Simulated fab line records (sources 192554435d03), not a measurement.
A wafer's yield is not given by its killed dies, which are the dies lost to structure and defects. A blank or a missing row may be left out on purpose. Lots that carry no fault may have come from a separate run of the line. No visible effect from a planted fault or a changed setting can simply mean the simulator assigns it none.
Lot-split experiment || flow n5 finfet || 21 wafers read across 7 lots, on a route 1938 steps long

## THE SPLIT
At N5_BEOL_M9_DEP_56 (deposits SiCN from 3MS/NH3, target thk 15 nm, time 26.5 s), the setting time s was moved away from the recipe's 26.5 s on 4 of the 21 wafers read, by -9.1% to +11.3%. All remaining wafers had this setting at the recipe value.

The reading comes from the split's own step.

## THE READING
SiCN_of_BEOL_M9_DEP_56.thk nm (the simulator's own value, which no gauge read), in nm, at N5_BEOL_M9_DEP_56 (deposits SiCN from 3MS/NH3, target thk 15 nm, time 26.5 s). The file gives no usual value for it. Across the 17 wafers here that went through the recipe, the average is 14.9 nm and the standard deviation 0.27 nm.

{"wafer": "L079.2", "tool, chamber at the split": "pecvd-03, 1,2", "time s as run, s": 26.5, "against the recipe": "recipe", "SiCN_of_BEOL_M9_DEP_56.thk nm, nm": 14.6, "against lot-mates on the recipe": "-"}
{"wafer": "L079.3", "tool, chamber at the split": "pecvd-03, 1,2", "time s as run, s": 26.5, "against the recipe": "recipe", "SiCN_of_BEOL_M9_DEP_56.thk nm, nm": 14.6, "against lot-mates on the recipe": "-"}
{"wafer": "L079.5", "tool, chamber at the split": "pecvd-03, 2", "time s as run, s": 26.5, "against the recipe": "recipe", "SiCN_of_BEOL_M9_DEP_56.thk nm, nm": 14.4, "against lot-mates on the recipe": "-"}
{"wafer": "L077.1", "tool, chamber at the split": "pecvd-02, 0", "time s as run, s": 26.5, "against the recipe": "recipe", "SiCN_of_BEOL_M9_DEP_56.thk nm, nm": 14.8, "against lot-mates on the recipe": "-"}
{"wafer": "L077.3", "tool, chamber at the split": "pecvd-02, 1", "time s as run, s": 26.5, "against the recipe": "recipe", "SiCN_of_BEOL_M9_DEP_56.thk nm, nm": 15, "against lot-mates on the recipe": "-"}
{"wafer": "L077.5", "tool, chamber at the split": "pecvd-02, 1", "time s as run, s": 26.5, "against the recipe": "recipe", "SiCN_of_BEOL_M9_DEP_56.thk nm, nm": 15, "against lot-mates on the recipe": "-"}
{"wafer": "L078.1", "tool, chamber at the split": "pecvd-04, 0,1", "time s as run, s": 26.5, "against the recipe": "recipe", "SiCN_of_BEOL_M9_DEP_56.thk nm, nm": 15.2, "against lot-mates on the recipe": "-"}
{"wafer": "L078.2", "tool, chamber at the split": "pecvd-04, 0,1", "time s as run, s": 26.5, "against the recipe": "recipe", "SiCN_of_BEOL_M9_DEP_56.thk nm, nm": 15.2, "against lot-mates on the recipe": "-"}
{"wafer": "L078.6", "tool, chamber at the split": "pecvd-04, 0", "time s as run, s": 29.49, "against the recipe": "+11.3%", "SiCN_of_BEOL_M9_DEP_56.thk nm, nm": 17, "against lot-mates on the recipe": "+1.8"}
{"wafer": "L080.1", "tool, chamber at the split": "pecvd-03, 0,2", "time s as run, s": 26.5, "against the recipe": "recipe", "SiCN_of_BEOL_M9_DEP_56.thk nm, nm": 14.6, "against lot-mates on the recipe": "-"}
{"wafer": "L080.2", "tool, chamber at the split": "pecvd-03, 0,2", "time s as run, s": 26.5, "against the recipe": "recipe", "SiCN_of_BEOL_M9_DEP_56.thk nm, nm": 14.6, "against lot-mates on the recipe": "-"}
{"wafer": "L080.6", "tool, chamber at the split": "pecvd-03, 1", "time s as run, s": 26.5, "against the recipe": "recipe", "SiCN_of_BEOL_M9_DEP_56.thk nm, nm": 15, "against lot-mates on the recipe": "-"}
{"wafer": "L084.2", "tool, chamber at the split": "pecvd-02, 2,1", "time s as run, s": 24.1, "against the recipe": "-9.1%", "SiCN_of_BEOL_M9_DEP_56.thk nm, nm": 13.8, "against lot-mates on the recipe": -1.4}
{"wafer": "L084.5", "tool, chamber at the split": "pecvd-02, 2,1", "time s as run, s": 24.1, "against the recipe": "-9.1%", "SiCN_of_BEOL_M9_DEP_56.thk nm, nm": 13.8, "against lot-mates on the recipe": -1.4}
{"wafer": "L084.6", "tool, chamber at the split": "pecvd-02, 0", "time s as run, s": 26.5, "against the recipe": "recipe", "SiCN_of_BEOL_M9_DEP_56.thk nm, nm": 15.2, "against lot-mates on the recipe": "-"}
{"wafer": "L083.3", "tool, chamber at the split": "pecvd-03, 2", "time s as run, s": 26.5, "against the recipe": "recipe", "SiCN_of_BEOL_M9_DEP_56.thk nm, nm": 14.6, "against lot-mates on the recipe": "-"}
{"wafer": "L083.4", "tool, chamber at the split": "pecvd-03, 1", "time s as run, s": 26.5, "against the recipe": "recipe", "SiCN_of_BEOL_M9_DEP_56.thk nm, nm": 15.2, "against lot-mates on the recipe": "-"}
{"wafer": "L083.6", "tool, chamber at the split": "pecvd-03, 0", "time s as run, s": 26.5, "against the recipe": "recipe", "SiCN_of_BEOL_M9_DEP_56.thk nm, nm": 15, "against lot-mates on the recipe": "-"}
{"wafer": "L090.1", "tool, chamber at the split": "pecvd-04, 0", "time s as run, s": 26.5, "against the recipe": "recipe", "SiCN_of_BEOL_M9_DEP_56.thk nm, nm": 14.8, "against lot-mates on the recipe": "-"}
{"wafer": "L090.5", "tool, chamber at the split": "pecvd-04, 1", "time s as run, s": 26.5, "against the recipe": "recipe", "SiCN_of_BEOL_M9_DEP_56.thk nm, nm": 15.2, "against lot-mates on the recipe": "-"}
{"wafer": "L090.6", "tool, chamber at the split": "pecvd-04, 2", "time s as run, s": 29.5, "against the recipe": "+11.3%", "SiCN_of_BEOL_M9_DEP_56.thk nm, nm": 16.6, "against lot-mates on the recipe": "+1.6"}
The file does not say which wafer passed through which chamber wherever a row lists several chambers: such a row stands for several wafers.

FIT RESULTS
A straight line over all 21 wafers: SiCN_of_BEOL_M9_DEP_56.thk nm changes by +0.15 nm for each +1% of time s; r = +0.93; the points scatter about the line by 0.28 nm.
The same after taking each lot's own level away (the mean of its wafers on the recipe; 21 wafers): +0.152 nm for each +1%; r = +0.98; scatter 0.15 nm.
On that fit, the largest move of time s shifts the reading by 1.7 nm.
Across the lots, their own levels run from 14.53 to 15.20 nm, a range of 2.5 times the standard deviation given above.
Hence the lot-to-lot level has little effect on the slope; both slopes agree.
Check: with one of the wafers moved furthest among these (+11.3%) left out of the fit, the line predicts +1.78 nm for it against its lot-mates. Against them it came out at +1.6 nm.

## OTHER SPLITS ON THESE WAFERS
These wafers also went through other splits before the reading. Each is held against what the fit with the lots' levels taken away leaves over:
{"other split on the same wafers": "N5_BEOL_M5_COAT_05 spin rpm", "wafers away from the commonest value": 9, "r with SiCN_of_BEOL_M9_DEP_56.thk nm (lot level and that fit taken away)": -0.35}
{"other split on the same wafers": "N5_BEOL_M6_EXPOSE_25 dose mj", "wafers away from the commonest value": 11, "r with SiCN_of_BEOL_M9_DEP_56.thk nm (lot level and that fit taken away)": "+0.20"}
{"other split on the same wafers": "N5_BEOL_M7_COAT_63 spin rpm", "wafers away from the commonest value": 5, "r with SiCN_of_BEOL_M9_DEP_56.thk nm (lot level and that fit taken away)": -0.03}
{"other split on the same wafers": "N5_BEOL_M7_COAT_71 spin rpm", "wafers away from the commonest value": 6, "r with SiCN_of_BEOL_M9_DEP_56.thk nm (lot level and that fit taken away)": "+0.07"}
{"other split on the same wafers": "N5_BEOL_M8_VIA_ETCH_34 source w", "wafers away from the commonest value": 8, "r with SiCN_of_BEOL_M9_DEP_56.thk nm (lot level and that fit taken away)": "+0.20"}
{"other split on the same wafers": "N5_BEOL_M9_CMP_52 down force psi", "wafers away from the commonest value": 7, "r with SiCN_of_BEOL_M9_DEP_56.thk nm (lot level and that fit taken away)": "+0.17"}

## FILE'S OWN FIT
SiCN_of_BEOL_M9_DEP_56.thk nm changes by +0.151 nm for each +1% of time s, r = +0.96.
